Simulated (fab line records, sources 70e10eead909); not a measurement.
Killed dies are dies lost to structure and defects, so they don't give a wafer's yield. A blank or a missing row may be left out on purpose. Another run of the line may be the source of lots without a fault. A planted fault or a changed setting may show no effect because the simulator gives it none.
Which tool did it?	flow nand-harc	Sampling: 12 lots, 36 wafers, 5 of 1159 route steps

## WHAT THE GAUGES SHOWED, per wafer
NHARC_A_WL_FILL_INSPECT_15. Usual: raw-defect-count at 402, with a standard deviation of 150.
lot	measured	on	raw-defect-count	flag
L960	day 16 19:16	defect-inspect-01	252 299 346	
L961	day 17 04:25	defect-inspect-01	503 635 545	
L964	day 17 21:41	defect-inspect-01	298 316 364	
L965	day 18 09:59	defect-inspect-01	309 282 361	
L967	day 18 14:38	defect-inspect-02	214 268 433	
L969	day 18 21:08	defect-inspect-02	216 300 214	
L971	day 20 10:36	defect-inspect-02	272 335 391	
L975	day 21 05:58	defect-inspect-02	423 493 451	
L980	day 22 00:04	defect-inspect-02	334 207 322	
L981	day 21 21:55	defect-inspect-01	381 548 471	
L983	day 22 17:16	defect-inspect-02	353 447 573	
L982	day 22 14:50	defect-inspect-02	247 310 429	

NHARC_END_SORT_01. Usual: killed-at-array 27, standard deviation 12; killed-at-other 0.5, standard deviation 0.9; killed-at-periphery 3.7, standard deviation 2.7; killed-dies 31, standard deviation 12; killed-open 3.3, standard deviation 2; killed-short 2.0, standard deviation 1.4.
lot	measured	on	killed-at-array	killed-at-other	killed-at-periphery	killed-dies	killed-open	killed-short	flag
L964	day 21 16:32	prober-01	13 29 30	0 0 4	2 0 0	15 29 34	0 2 6	1 1 1	
L969	day 22 08:08	prober-01	20 17 11	0 0 1	6 2 5	26 19 17	3 2 7	5 3 2	

## WHICH TOOL RAN EACH LOT (tool, then ch and the chambers of the sampled wafers, then the start)
lot	NHARC_A_SLIT_ETCH_29	NHARC_A_WL_FILL_CVD_03	NHARC_A_WL_FILL_ETCHBACK_26
L960	rie-diel-03 ch 0,1, day 15 01:37	cvd-w-01 ch 0,1, day 15 10:55	rie-si-05 ch 0,1,3, day 16 04:50
L961	rie-diel-10 ch 2,3, day 15 10:05	cvd-w-02 ch 0,1, day 15 18:26	rie-si-03 ch 0,2,3, day 16 13:11
L964	rie-diel-03 ch 1,2,3, day 15 18:38	cvd-w-02 ch 0,1, day 16 10:56	rie-si-03 ch 0,1,2, day 17 06:01
L965	rie-diel-10 ch 0,3, day 16 09:37	cvd-w-01 ch 0,1, day 17 06:55	rie-si-03 ch 0,1, day 18 03:54
L967	rie-diel-05 ch 0,1,2, day 16 21:09	cvd-w-01 ch 0,1, day 17 15:11	rie-si-05 ch 1,2,3, day 18 07:42
L969	rie-diel-10 ch 1,3, day 17 03:45	cvd-w-02 ch 0,1, day 17 20:28	rie-si-03 ch 0,3, day 18 15:04
L971	rie-diel-03 ch 0,2,3, day 18 19:12	cvd-w-02 ch 0,1, day 19 07:32	rie-si-05 ch 0,2, day 20 02:28
L975	rie-diel-05 ch 1,2,3, day 19 08:27	cvd-w-02 ch 0,1, day 19 21:04	rie-si-03 ch 0,1,2, day 20 19:39
L980	rie-diel-10 ch 1,2,3, day 20 05:44	cvd-w-01 ch 0,1, day 20 16:12	rie-si-03 ch 1,2,3, day 21 08:35
L981	rie-diel-10 ch 1,2, day 20 07:37	cvd-w-02 ch 0,1, day 20 16:28	rie-si-06 ch 0,2, day 21 08:35
L983	rie-diel-03 ch 0,2, day 20 18:13	cvd-w-01 ch 0,1, day 21 10:53	rie-si-05 ch 1,2,3, day 22 05:47
L982	rie-diel-05 ch 0,1,2, day 20 19:37	cvd-w-02 ch 0,1, day 21 05:50	rie-si-06 ch 0,1,2, day 22 01:44
- NHARC_A_SLIT_ETCH_29: etches the open film in CF4/O2, target depth 100 nm, overetch 10 nm, time 55 s.
- NHARC_A_WL_FILL_CVD_03: deposits W, target thk 40 nm, time 3302 s.
- NHARC_A_WL_FILL_ETCHBACK_26: etches the open film in HBr, target depth 52 nm, time 13.3 s.

## AS READ BY THE TOOLS THEMSELVES (means over the sampled wafers that have a number; for cases with no such wafer, the mark the record gives instead)
NHARC_A_SLIT_ETCH_29. Usual: drypump-motor-current-A 5.6 A, standard deviation 0.38; oes-product-au 0.995 a.u., standard deviation 0.01; rf-vpp-V 197.6 V, standard deviation 1.4; showerhead-plenum-p-Torr 1.32 Torr, standard deviation 0.048; throttle-valve-pct 13.398 %, standard deviation 0.0093.
lot	tool	drypump-motor-current-A (A)	oes-product-au (a.u.)	rf-vpp-V (V)	showerhead-plenum-p-Torr (Torr)	throttle-valve-pct (%)	flag
L960	rie-diel-03	5.9	1.005	197.5	1.31	13.395	
L961	rie-diel-10	5.8	0.989	198.4	1.34	13.400	
L964	rie-diel-03	5.6	0.993	197.1	1.29	13.404	
L965	rie-diel-10	5.7	0.992	197.8	1.31	13.392	
L967	rie-diel-05	5.4	1.004	196.7	1.28	13.393	
L969	rie-diel-10	5.2	0.997	197.7	1.31	13.394	
L971	rie-diel-03	5.5	0.997	198.0	1.34	13.388	
L975	rie-diel-05	5.6	0.998	198.8	1.33	13.396	
L980	rie-diel-10	5.5	0.994	197.6	1.33	13.388	
L981	rie-diel-10	5.8	0.992	198.5	1.33	13.403	
L983	rie-diel-03	5.4	0.998	198.0	1.35	13.399	
L982	rie-diel-05	5.4	1.002	196.6	1.28	13.394	

NHARC_A_WL_FILL_CVD_03. Usual: heater-power-w 428 W, standard deviation 68; mfc-h2-sccm 1601 sccm, standard deviation 5; mfc-wf6-sccm 40.00 sccm, standard deviation 0.14; throttle-valve-pct 7.95 %, standard deviation 0.22.
lot	tool	heater-power-w (W)	mfc-h2-sccm (sccm)	mfc-wf6-sccm (sccm)	throttle-valve-pct (%)	flag
L960	cvd-w-01	429	1597	40.05	8.06	
L961	cvd-w-02	472	1604	39.89	7.80	
L964	cvd-w-02	471	1599	40.00	7.91	
L965	cvd-w-01	423	1601	40.06	8.09	
L967	cvd-w-01	381	1601	40.09	8.21	
L969	cvd-w-02	458	1598	39.93	7.40	
L971	cvd-w-02	474	1595	39.98	7.82	
L975	cvd-w-02	483	1598	40.17	7.65	
L980	cvd-w-01	387	1601	39.80	8.01	
L981	cvd-w-02	488	1592	40.01	7.83	
L983	cvd-w-01	428	1602	39.89	7.79	
L982	cvd-w-02	487	1602	40.03	7.76	

NHARC_A_WL_FILL_ETCHBACK_26. Usual: drypump-motor-current-A 5.6 A, standard deviation 0.59; oes-product-au 0.997 a.u., standard deviation 0.0089; throttle-valve-pct 23.266 %, standard deviation 0.0089.
lot	tool	drypump-motor-current-A (A)	oes-product-au (a.u.)	throttle-valve-pct (%)	flag
L960	rie-si-05	5.5	0.998	23.270	
L961	rie-si-03	6.1	1.001	23.268	
L964	rie-si-03	5.7	1.000	23.262	
L965	rie-si-03	5.7	1.005	23.265	
L967	rie-si-05	5.1	0.990	23.273	
L969	rie-si-03	6.5	1.004	23.267	
L971	rie-si-05	6.0	0.995	23.272	
L975	rie-si-03	5.7	0.955	23.270	OFF
L980	rie-si-03	5.8	0.954	23.266	OFF
L981	rie-si-06	5.4	0.984	23.274	
L983	rie-si-05	5.2	0.992	23.266	
L982	rie-si-06	5.2	0.996	23.262	

## THE ANSWER, worked out from the rows above alone
Rule: a lot counts as off when the mean over its wafers that have a number is more than 3 standard deviations away from the usual mean. Also off: a lot with no number at a reading for which 4 or more lots have one. Any other lot the step has rows for is counted as sound. Order of review: gauges by route order, followed by the tools' own readings, for which a lot's mean as printed above is used. The first step at which some lot is off is used, and at that step the reading that is off furthest; a lot without a number counts as furthest.
Off at NHARC_A_WL_FILL_ETCHBACK_26 (oes-product-au): L975, L980.
A tool fits if, at that step or a process step before it, it ran every lot that is off, and no sound lot after the first of them. One fits: NHARC_A_WL_FILL_ETCHBACK_26 on rie-si-03. Its last sound lot is L969 (day 18 15:04), its first lot that is off L975 (day 20 19:39): a fault that began between those two fits.
On the lots that are off, the tool's own readings at NHARC_A_WL_FILL_ETCHBACK_26 differ by more than 5 times the standard deviation of the sound lots' means, which bears it out; oes-product-au reads 0.954 a.u. there versus 0.996 a.u. on the sound lots.

## WHAT HAD BEEN PUT IN BY THE SIMULATOR
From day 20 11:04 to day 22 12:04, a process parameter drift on rie-si-03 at NHARC_A_WL_FILL_ETCHBACK_26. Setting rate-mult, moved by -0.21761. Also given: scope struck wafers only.
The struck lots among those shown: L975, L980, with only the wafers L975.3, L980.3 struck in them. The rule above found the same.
